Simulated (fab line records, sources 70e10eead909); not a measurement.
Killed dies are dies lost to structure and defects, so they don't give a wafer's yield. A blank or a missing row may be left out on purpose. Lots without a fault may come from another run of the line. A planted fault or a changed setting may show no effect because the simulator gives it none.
Which tool did it? | flow nand_harc | 24 lots, 72 wafers sampled, at 6 steps of a route of 1159

WHAT THE GAUGES READ, wafer by wafer
The record holds no reading of a measuring or inspecting step that can be judged against a usual standard deviation.

WHICH TOOL RAN EACH LOT (tool, then ch and the chambers of the sampled wafers, then the start)
lot  | NHARC_A_STAIRCASE_STRIP_475                   | NHARC_A_STAIRCASE_CMP_472     | NHARC_A_SGD_CUT_ETCH_15                       | NHARC_A_WL_FILL_ETCHBACK_17       | NHARC_A_WL_FILL_CVD_20                   | NHARC_A_CONTACT_ETCH_113
L074 | rie_diel-03 ch 0,1, day 13 13:03 or earlier   | cmp-03 ch 0,1,3, day 13 13:03 | rie_diel-12 ch 0,1,3, day 15 04:37 or earlier | rie_metal-02 ch 0,1, day 15 04:37 | cvd_w-02 ch 0,1, day 15 22:56 or earlier | har_cap_etch-03 ch 0,1, day 15 22:56
L076 | rie_diel-11 ch 0,1,2, day 14 07:18 or earlier | cmp-02 ch 0,2,3, day 14 07:18 | rie_diel-13 ch 0,1,2, day 15 20:22 or earlier | rie_metal-01 ch 0,1, day 15 20:22 | cvd_w-02 ch 0,1, day 16 14:25 or earlier | har_cap_etch-01 ch 0,1, day 16 14:25
L079 | rie_diel-11 ch 2,3, day 14 07:35 or earlier   | cmp-04 ch 0,3, day 14 07:35   | rie_diel-12 ch 2,3, day 16 03:52 or earlier   | rie_metal-03 ch 0,1, day 16 03:52 | cvd_w-02 ch 0,1, day 16 22:52 or earlier | har_cap_etch-01 ch 0,1, day 16 22:52
L077 | rie_diel-04 ch 2,3, day 14 08:32 or earlier   | cmp-03 ch 0,1,2, day 14 08:32 | rie_diel-13 ch 1,2,3, day 15 20:28 or earlier | rie_metal-03 ch 0,1, day 15 20:28 | cvd_w-01 ch 0,1, day 16 14:21 or earlier | har_cap_etch-03 ch 0,1, day 16 14:21
L075 | rie_diel-03 ch 0,1,2, day 14 08:53 or earlier | cmp-02 ch 0,1,3, day 14 08:53 | rie_diel-12 ch 0,3, day 16 03:58 or earlier   | rie_metal-01 ch 0,1, day 16 03:58 | cvd_w-01 ch 0,1, day 16 23:31 or earlier | har_cap_etch-02 ch 0,1, day 16 23:31
L078 | rie_diel-11 ch 0,3, day 14 17:59 or earlier   | cmp-04 ch 1,2, day 14 17:59   | rie_diel-12 ch 0,2, day 14 20:04              | rie_metal-02 ch 0,1, day 16 08:01 | cvd_w-01 ch 0,1, day 17 03:44 or earlier | har_cap_etch-03 ch 0,1, day 17 03:44
L080 | rie_diel-11 ch 0,1,2, day 15 22:25 or earlier | cmp-03 ch 0,3, day 15 22:25   | rie_diel-13 ch 1,2, day 17 13:41 or earlier   | rie_metal-02 ch 0,1, day 17 13:41 | cvd_w-01 ch 0,1, day 18 06:16 or earlier | har_cap_etch-02 ch 0,1, day 18 06:16
L081 | rie_diel-11 ch 0,2,3, day 15 22:54 or earlier | cmp-02 ch 1,3, day 15 22:54   | rie_diel-12 ch 1,2, day 17 13:42 or earlier   | rie_metal-01 ch 1, day 17 13:42   | cvd_w-02 ch 0,1, day 18 08:19 or earlier | har_cap_etch-01 ch 0,1, day 18 08:19
L083 | rie_diel-03 ch 0,2, day 16 03:34 or earlier   | cmp-04 ch 0,1, day 16 03:34   | rie_diel-02 ch 1,3, day 17 21:22 or earlier   | rie_metal-01 ch 0,1, day 17 21:22 | cvd_w-01 ch 0,1, day 18 16:40 or earlier | har_cap_etch-02 ch 0,1, day 18 16:40
L082 | rie_diel-04 ch 0,1, day 16 04:30 or earlier   | cmp-02 ch 0,1, day 16 04:30   | rie_diel-13 ch 2,3, day 18 00:56 or earlier   | rie_metal-03 ch 0, day 18 00:56   | cvd_w-01 ch 0,1, day 18 19:41 or earlier | har_cap_etch-03 ch 0,1, day 18 19:41
L085 | rie_diel-04 ch 1,2,3, day 16 13:11 or earlier | cmp-02 ch 0,2,3, day 16 13:11 | rie_diel-12 ch 0,2,3, day 18 07:35 or earlier | rie_metal-01 ch 0, day 18 07:35   | cvd_w-01 ch 0,1, day 19 00:25 or earlier | har_cap_etch-02 ch 0,1, day 19 00:25
L084 | rie_diel-03 ch 0,1,2, day 16 13:19 or earlier | cmp-03 ch 0,1,3, day 16 13:19 | rie_diel-02 ch 0,2,3, day 18 04:25 or earlier | rie_metal-01 ch 0,1, day 18 04:25 | cvd_w-02 ch 0,1, day 18 21:03 or earlier | har_cap_etch-02 ch 0,1, day 18 21:03
L086 | rie_diel-04 ch 0,1,2, day 17 00:58 or earlier | cmp-04 ch 0,2, day 17 00:58   | rie_diel-02 ch 1,2,3, day 18 22:31 or earlier | rie_metal-02 ch 0,1, day 18 22:31 | cvd_w-02 ch 0,1, day 19 16:25 or earlier | har_cap_etch-03 ch 0,1, day 19 16:25
L087 | rie_diel-11 ch 1,2, day 17 01:17 or earlier   | cmp-02 ch 1,2,3, day 17 01:17 | rie_diel-13 ch 0,3, day 18 22:58 or earlier   | rie_metal-01 ch 0,1, day 18 22:58 | cvd_w-01 ch 0,1, day 19 18:04 or earlier | har_cap_etch-02 ch 0,1, day 19 18:04
L092 | rie_diel-11 ch 0,1,2, day 17 16:26 or earlier | cmp-02 ch 0,1,3, day 17 16:26 | rie_diel-12 ch 0,1,2, day 19 15:30 or earlier | rie_metal-01 ch 0,1, day 19 15:30 | cvd_w-01 ch 0,1, day 20 06:19 or earlier | har_cap_etch-02 ch 0,1, day 20 06:19
L091 | rie_diel-03 ch 1,3, day 17 21:45 or earlier   | cmp-04 ch 0,1,3, day 17 21:45 | rie_diel-13 ch 0,3, day 19 13:04 or earlier   | rie_metal-02 ch 0,1, day 19 13:04 | cvd_w-02 ch 0,1, day 20 07:10 or earlier | har_cap_etch-01 ch 0,1, day 20 07:10
L089 | rie_diel-03 ch 1,2,3, day 18 02:11 or earlier | cmp-04 ch 0,1,3, day 18 02:11 | rie_diel-02 ch 0,2, day 19 18:20 or earlier   | rie_metal-03 ch 0,1, day 19 18:20 | cvd_w-01 ch 0,1, day 20 14:25 or earlier | har_cap_etch-01 ch 0,1, day 20 14:25
L093 | rie_diel-11 ch 0,1, day 18 14:18 or earlier   | cmp-03 ch 0,1,3, day 18 14:18 | rie_diel-02 ch 1,2, day 20 03:01 or earlier   | rie_metal-02 ch 1, day 20 03:01   | cvd_w-01 ch 0,1, day 20 21:41 or earlier | har_cap_etch-02 ch 0,1, day 20 21:41
L088 | rie_diel-03 ch 0,2, day 18 14:28 or earlier   | cmp-02 ch 0,1, day 18 14:28   | rie_diel-12 ch 0,1,3, day 20 03:00 or earlier | rie_metal-01 ch 0, day 20 03:00   | cvd_w-02 ch 0,1, day 20 20:12 or earlier | har_cap_etch-03 ch 0,1, day 20 20:12
L090 | rie_diel-03 ch 0,1, day 18 14:37 or earlier   | cmp-03 ch 0,1,3, day 18 14:37 | rie_diel-13 ch 0,1,2, day 20 03:09 or earlier | rie_metal-02 ch 0,1, day 20 03:09 | cvd_w-02 ch 0,1, day 20 23:47 or earlier | har_cap_etch-02 ch 0,1, day 20 23:47
L094 | rie_diel-03 ch 0,2,3, day 18 19:09 or earlier | cmp-02 ch 0,1,2, day 18 19:09 | rie_diel-02 ch 1,2, day 20 17:19 or earlier   | rie_metal-02 ch 0,1, day 20 17:19 | cvd_w-02 ch 0,1, day 21 13:08 or earlier | har_cap_etch-02 ch 0,1, day 21 13:08
L095 | rie_diel-04 ch 0,1,3, day 18 19:32 or earlier | cmp-03 ch 0,1,2, day 18 19:32 | rie_diel-12 ch 0,1,3, day 20 16:24 or earlier | rie_metal-03 ch 0,1, day 20 16:24 | cvd_w-02 ch 0,1, day 21 15:47 or earlier | har_cap_etch-01 ch 0,1, day 21 15:47
L097 | rie_diel-04 ch 1,2, day 19 09:46 or earlier   | cmp-04 ch 1,2, day 19 09:46   | rie_diel-13 ch 0,2, day 21 12:04 or earlier   | rie_metal-02 ch 0,1, day 21 12:04 | cvd_w-01 ch 0,1, day 22 08:35 or earlier | har_cap_etch-03 ch 0,1, day 22 08:35
L096 | rie_diel-04 ch 1,2,3, day 19 10:06 or earlier | cmp-04 ch 1,2,3, day 19 10:06 | rie_diel-12 ch 1,3, day 21 07:10 or earlier   | rie_metal-02 ch 0,1, day 21 07:10 | cvd_w-02 ch 0,1, day 22 01:44 or earlier | har_cap_etch-03 ch 0,1, day 22 01:44
- NHARC_A_STAIRCASE_STRIP_475: strips in O2, time 20 s.
- NHARC_A_STAIRCASE_CMP_472: polishes SiO2.
- NHARC_A_SGD_CUT_ETCH_15: etches the open film in CH3F/O2, target depth 75 nm, time 64.3 s.
- NHARC_A_WL_FILL_ETCHBACK_17: etches the open film in Cl2/BCl3, target depth 4 nm, time 26.7 s.
- NHARC_A_WL_FILL_CVD_20: deposits W, target thk 75 nm, time 5064 s.
- NHARC_A_CONTACT_ETCH_113: etches the open film in C4F8/O2/Ar, time 94 s, target depth 922 nm.

WHAT THE TOOLS THEMSELVES READ (means of the sampled wafers that have a number; where no wafer has one, the mark that the record gives instead)
NHARC_A_STAIRCASE_STRIP_475. Usual: drypump_motor_current_A 6.0 A, standard deviation 0.5; oes_product_au 1.002 a.u., standard deviation 0.0067; rf_vpp_V 57.7 V, standard deviation 0.97; showerhead_plenum_p_Torr 3.52 Torr, standard deviation 0.18; throttle_valve_pct 17.037 %, standard deviation 0.0087.
lot  | tool        | drypump_motor_current_A (A) | oes_product_au (a.u.) | rf_vpp_V (V) | showerhead_plenum_p_Torr (Torr) | throttle_valve_pct (%) | flag
L074 | rie_diel-03 | 5.7                         | 0.996                 | 57.3         | 3.30                            | 17.028                 |
L076 | rie_diel-11 | 5.8                         | 1.001                 | 57.8         | 3.54                            | 17.030                 |
L079 | rie_diel-11 | 5.4                         | 1.004                 | 57.7         | 3.51                            | 17.029                 |
L077 | rie_diel-04 | 5.7                         | 1.009                 | 56.8         | 3.42                            | 17.034                 |
L075 | rie_diel-03 | 6.2                         | 0.998                 | 57.5         | 3.37                            | 17.041                 |
L078 | rie_diel-11 | 5.8                         | 1.003                 | 57.8         | 3.37                            | 17.036                 |
L080 | rie_diel-11 | 5.8                         | 1.006                 | 57.8         | 3.53                            | 17.042                 |
L081 | rie_diel-11 | 5.8                         | 0.998                 | 57.7         | 3.48                            | 17.031                 |
L083 | rie_diel-03 | 6.3                         | 0.999                 | 58.3         | 3.42                            | 17.036                 |
L082 | rie_diel-04 | 6.0                         | 1.001                 | 58.7         | 3.66                            | 17.031                 |
L085 | rie_diel-04 | 6.0                         | 1.001                 | 57.8         | 3.58                            | 17.035                 |
L084 | rie_diel-03 | 6.2                         | 0.996                 | 57.4         | 3.36                            | 17.030                 |
L086 | rie_diel-04 | 5.9                         | 0.998                 | 57.5         | 3.55                            | 17.038                 |
L087 | rie_diel-11 | 5.5                         | 1.002                 | 57.3         | 3.46                            | 17.033                 |
L092 | rie_diel-11 | 5.8                         | 1.001                 | 57.8         | 3.52                            | 17.041                 |
L091 | rie_diel-03 | 6.4                         | 1.011                 | 57.1         | 3.43                            | 17.034                 |
L089 | rie_diel-03 | 6.5                         | 1.012                 | 57.5         | 3.49                            | 17.041                 |
L093 | rie_diel-11 | 5.8                         | 1.006                 | 57.2         | 3.44                            | 17.042                 |
L088 | rie_diel-03 | 5.8                         | 1.011                 | 57.9         | 3.70                            | 17.042                 |
L090 | rie_diel-03 | 6.0                         | 1.006                 | 57.1         | 3.48                            | 17.031                 |
L094 | rie_diel-03 | 6.2                         | 1.005                 | 58.6         | 3.65                            | 17.044                 |
L095 | rie_diel-04 | 6.0                         | 0.993                 | 58.1         | 3.67                            | 17.043                 |
L097 | rie_diel-04 | 5.8                         | 1.004                 | 57.2         | 3.44                            | 17.032                 |
L096 | rie_diel-04 | 5.9                         | 1.002                 | 58.7         | 3.57                            | 17.046                 |

NHARC_A_STAIRCASE_CMP_472. Usual: motor_current_A 12.2 A, standard deviation 0.96; retaining_ring_pressure_frac 1.000, standard deviation 0.0052.
lot  | tool   | motor_current_A (A) | retaining_ring_pressure_frac | flag
L074 | cmp-03 | 13.1                | 1.005                        |
L076 | cmp-02 | 12.1                | 1.000                        |
L079 | cmp-04 | 11.6                | 0.999                        |
L077 | cmp-03 | 12.4                | 1.001                        |
L075 | cmp-02 | 12.6                | 0.999                        |
L078 | cmp-04 | 11.7                | 0.999                        |
L080 | cmp-03 | 12.2                | 0.999                        |
L081 | cmp-02 | 12.6                | 0.994                        |
L083 | cmp-04 | 12.1                | 0.998                        |
L082 | cmp-02 | 12.1                | 0.998                        |
L085 | cmp-02 | 12.4                | 1.003                        |
L084 | cmp-03 | 13.1                | 1.001                        |
L086 | cmp-04 | 12.3                | 1.003                        |
L087 | cmp-02 | 12.9                | 1.000                        |
L092 | cmp-02 | 12.3                | 1.001                        |
L091 | cmp-04 | 12.1                | 0.997                        |
L089 | cmp-04 | 11.7                | 0.998                        |
L093 | cmp-03 | 13.1                | 1.001                        |
L088 | cmp-02 | 12.6                | 0.999                        |
L090 | cmp-03 | 13.3                | 1.004                        |
L094 | cmp-02 | 12.1                | 1.001                        |
L095 | cmp-03 | 12.1                | 0.999                        |
L097 | cmp-04 | 11.6                | 1.001                        |
L096 | cmp-04 | 11.5                | 0.999                        |

NHARC_A_SGD_CUT_ETCH_15. Usual: ch3f_flow_sccm 49.99 sccm, standard deviation 0.15; drypump_motor_current_A 5.9 A, standard deviation 0.53; oes_product_au 0.954 a.u., standard deviation 0.018; rf_vpp_V 264.4 V, standard deviation 1.8; showerhead_plenum_p_Torr 2.49 Torr, standard deviation 0.1; throttle_valve_pct 20.664 %, standard deviation 0.0091.
lot  | tool        | ch3f_flow_sccm (sccm) | drypump_motor_current_A (A) | oes_product_au (a.u.) | rf_vpp_V (V) | showerhead_plenum_p_Torr (Torr) | throttle_valve_pct (%) | flag
L074 | rie_diel-12 | 50.00                 | 6.2                         | 0.969                 | 264.3        | 2.54                            | 20.661                 |
L076 | rie_diel-13 | 49.93                 | 5.7                         | 0.961                 | 264.9        | 2.45                            | 20.662                 |
L079 | rie_diel-12 | 50.12                 | 5.2                         | 0.976                 | 263.7        | 2.44                            | 20.674                 |
L077 | rie_diel-13 | 49.90                 | 5.8                         | 0.969                 | 263.7        | 2.48                            | 20.658                 |
L075 | rie_diel-12 | 49.96                 | 5.8                         | 0.984                 | 263.9        | 2.45                            | 20.662                 |
L078 | rie_diel-12 | 49.83                 | 5.6                         | 0.951                 | 266.6        | 2.59                            | 20.670                 |
L080 | rie_diel-13 | 50.04                 | 5.6                         | 0.922                 | 264.0        | 2.47                            | 20.669                 |
L081 | rie_diel-12 | 50.09                 | 5.5                         | 0.928                 | 265.3        | 2.60                            | 20.665                 |
L083 | rie_diel-02 | 49.87                 | 6.0                         | 0.936                 | 265.0        | 2.56                            | 20.656                 |
L082 | rie_diel-13 | 50.00                 | 5.9                         | 0.970                 | 265.4        | 2.52                            | 20.669                 |
L085 | rie_diel-12 | 50.11                 | 5.7                         | 0.965                 | 265.0        | 2.52                            | 20.672                 |
L084 | rie_diel-02 | 49.97                 | 5.9                         | 0.978                 | 263.5        | 2.40                            | 20.655                 |
L086 | rie_diel-02 | 49.86                 | 5.9                         | 0.932                 | 263.8        | 2.48                            | 20.673                 |
L087 | rie_diel-13 | 49.98                 | 6.0                         | 0.933                 | 264.2        | 2.49                            | 20.667                 |
L092 | rie_diel-12 | 50.06                 | 6.1                         | 0.970                 | 265.5        | 2.61                            | 20.663                 |
L091 | rie_diel-13 | 49.99                 | 6.0                         | 0.917                 | 264.1        | 2.49                            | 20.665                 |
L089 | rie_diel-02 | 50.01                 | 6.0                         | 0.956                 | 263.3        | 2.34                            | 20.662                 |
L093 | rie_diel-02 | 50.00                 | 6.0                         | 0.961                 | 263.9        | 2.42                            | 20.662                 |
L088 | rie_diel-12 | 49.95                 | 6.2                         | 0.952                 | 265.4        | 2.53                            | 20.668                 |
L090 | rie_diel-13 | 50.03                 | 5.6                         | 0.956                 | 263.1        | 2.45                            | 20.673                 |
L094 | rie_diel-02 | 49.98                 | 6.0                         | 0.959                 | 262.8        | 2.42                            | 20.669                 |
L095 | rie_diel-12 | 50.02                 | 6.2                         | 0.969                 | 264.7        | 2.53                            | 20.661                 |
L097 | rie_diel-13 | 49.94                 | 5.7                         | 0.954                 | 264.0        | 2.47                            | 20.666                 |
L096 | rie_diel-12 | 49.90                 | 5.8                         | 0.943                 | 263.6        | 2.45                            | 20.659                 |

NHARC_A_WL_FILL_ETCHBACK_17. Usual: drypump_motor_current_A 5.5 A, standard deviation 0.49; oes_product_au 1.005 a.u., standard deviation 0.0074.
lot  | tool         | drypump_motor_current_A (A) | oes_product_au (a.u.) | flag
L074 | rie_metal-02 | 5.0                         | 1.005                 |
L076 | rie_metal-01 | 6.0                         | 1.007                 |
L079 | rie_metal-03 | 5.3                         | 1.008                 |
L077 | rie_metal-03 | 5.3                         | 1.005                 |
L075 | rie_metal-01 | 6.0                         | 1.013                 |
L078 | rie_metal-02 | 5.0                         | 1.007                 |
L080 | rie_metal-02 | 5.0                         | 1.001                 |
L081 | rie_metal-01 | 6.0                         | 1.015                 |
L083 | rie_metal-01 | 6.0                         | 1.010                 |
L082 | rie_metal-03 | 5.4                         | 0.997                 |
L085 | rie_metal-01 | 6.0                         | 1.006                 |
L084 | rie_metal-01 | 6.0                         | 0.998                 |
L086 | rie_metal-02 | 5.3                         | 0.998                 |
L087 | rie_metal-01 | 6.0                         | 1.006                 |
L092 | rie_metal-01 | 6.0                         | 1.003                 |
L091 | rie_metal-02 | 5.0                         | 1.004                 |
L089 | rie_metal-03 | 5.2                         | 1.009                 |
L093 | rie_metal-02 | 4.7                         | 0.994                 |
L088 | rie_metal-01 | 6.0                         | 0.996                 |
L090 | rie_metal-02 | 5.3                         | 1.003                 |
L094 | rie_metal-02 | 5.0                         | 0.998                 |
L095 | rie_metal-03 | 5.3                         | 1.007                 |
L097 | rie_metal-02 | 5.3                         | 1.003                 |
L096 | rie_metal-02 | 5.0                         | 0.997                 |

NHARC_A_WL_FILL_CVD_20. Usual: chamber_pressure_Torr 40.02 Torr, standard deviation 0.095; heater_power_w 424 W, standard deviation 25; throttle_valve_pct 8.0 %, standard deviation 0.32.
lot  | tool     | chamber_pressure_Torr (Torr) | heater_power_w (W) | throttle_valve_pct (%) | flag
L074 | cvd_w-02 | 39.98                        | 447                | 7.8                    |
L076 | cvd_w-02 | 39.96                        | 447                | 7.7                    |
L079 | cvd_w-02 | 40.10                        | 438                | 7.9                    |
L077 | cvd_w-01 | 39.96                        | 426                | 8.3                    |
L075 | cvd_w-01 | 40.02                        | 405                | 8.2                    |
L078 | cvd_w-01 | 40.07                        | 423                | 8.2                    |
L080 | cvd_w-01 | 40.07                        | 410                | 8.2                    |
L081 | cvd_w-02 | 40.04                        | 419                | 7.8                    |
L083 | cvd_w-01 | 40.01                        | 424                | 8.3                    |
L082 | cvd_w-01 | 39.99                        | 423                | 8.4                    |
L085 | cvd_w-01 | 40.04                        | 410                | 8.1                    |
L084 | cvd_w-02 | 40.00                        | 416                | 7.7                    |
L086 | cvd_w-02 | 39.99                        | 416                | 7.7                    |
L087 | cvd_w-01 | 39.99                        | 410                | 8.3                    |
L092 | cvd_w-01 | 39.83                        | 414                | 8.4                    |
L091 | cvd_w-02 | 40.06                        | 431                | 7.9                    |
L089 | cvd_w-01 | 39.94                        | 416                | 8.3                    |
L093 | cvd_w-01 | 40.09                        | 426                | 8.5                    |
L088 | cvd_w-02 | 39.98                        | 434                | 7.9                    |
L090 | cvd_w-02 | 39.92                        | 424                | 7.6                    |
L094 | cvd_w-02 | 40.00                        | 432                | 7.8                    |
L095 | cvd_w-02 | 40.06                        | 434                | 7.9                    |
L097 | cvd_w-01 | 40.07                        | 400                | 8.0                    |
L096 | cvd_w-02 | 40.05                        | 425                | 7.7                    |

THE ANSWER, worked out from the rows above alone
Rule: a lot is off if the mean of its wafers that have a number lies more than 3 standard deviations from the usual mean. A lot without any number at a reading at which 4 lots or more have one is off too. The other lots that the step has rows for count as sound. The gauges are gone through in route order, then the tools' own readings, and for those a lot's mean is taken as printed above. The first step at which some lot is off is used, and at that step the reading that is off furthest; a lot without a number counts as furthest.
No lot is off at any reading shown: from this, nothing can be told.

WHAT THE SIMULATOR HAD PUT IN
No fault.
